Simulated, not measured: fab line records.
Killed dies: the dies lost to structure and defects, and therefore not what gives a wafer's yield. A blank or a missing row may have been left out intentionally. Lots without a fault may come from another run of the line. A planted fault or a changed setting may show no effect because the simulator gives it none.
Chamber matching :: flow n5Finfet :: rieDiel-06 running N5_BEOL_M6_DESCUM_16: 4 sister chambers
The step chemistry O2, time 7.9 s. 4 wafers are shown with their chamber, then 8 later ones without.

== WAFERS PAIRED WITH THEIR CHAMBERS ==
wafer: L084.5
chamber: 0
showerheadPlenumPTorr (Torr): 2.13

wafer: L091.3
chamber: 3
showerheadPlenumPTorr (Torr): 2.04

wafer: L091.4
chamber: 1
showerheadPlenumPTorr (Torr): 2.22

wafer: L092.2
chamber: 2
showerheadPlenumPTorr (Torr): 2.09

== WAFERS WITHOUT THEIR CHAMBER ==
wafer: L092.3
showerheadPlenumPTorr (Torr): 2.22

wafer: L092.5
showerheadPlenumPTorr (Torr): 2.04

wafer: L094.2
showerheadPlenumPTorr (Torr): 2.04

wafer: L094.4
showerheadPlenumPTorr (Torr): 2.04

wafer: L094.5
showerheadPlenumPTorr (Torr): 2.22

wafer: L096.3
showerheadPlenumPTorr (Torr): 2.22

wafer: L096.5
showerheadPlenumPTorr (Torr): 2.08

wafer: L096.6
showerheadPlenumPTorr (Torr): 2.04

== CHAMBER TAKEN BY EACH ==
wafer: L092.3
from the rows above: 1
in truth: 1

wafer: L092.5
from the rows above: 3
in truth: 3

wafer: L094.2
from the rows above: 3
in truth: 3

wafer: L094.4
from the rows above: 3
in truth: 3

wafer: L094.5
from the rows above: 1
in truth: 1

wafer: L096.3
from the rows above: 1
in truth: 1

wafer: L096.5
from the rows above: 2
in truth: 2

wafer: L096.6
from the rows above: 3
in truth: 3
Placed correctly: 8 of 8. Number that these rows cannot place: 0. Placed wrongly: 0.
How it was worked out, from the rows above alone: a wafer's distance from a chamber is the root of the sum, over the readings, of the square of ((its reading less the chamber's mean) divided by the reading's scatter). If the next closest chamber is less than 2 further off than the closest, the wafer can't be placed; otherwise it belongs to the closest. A chamber's mean is the mean of its shown wafers. The scatter: with one shown wafer a chamber, the root of the mean of the squares of how far each hidden wafer lies from its nearest shown one.
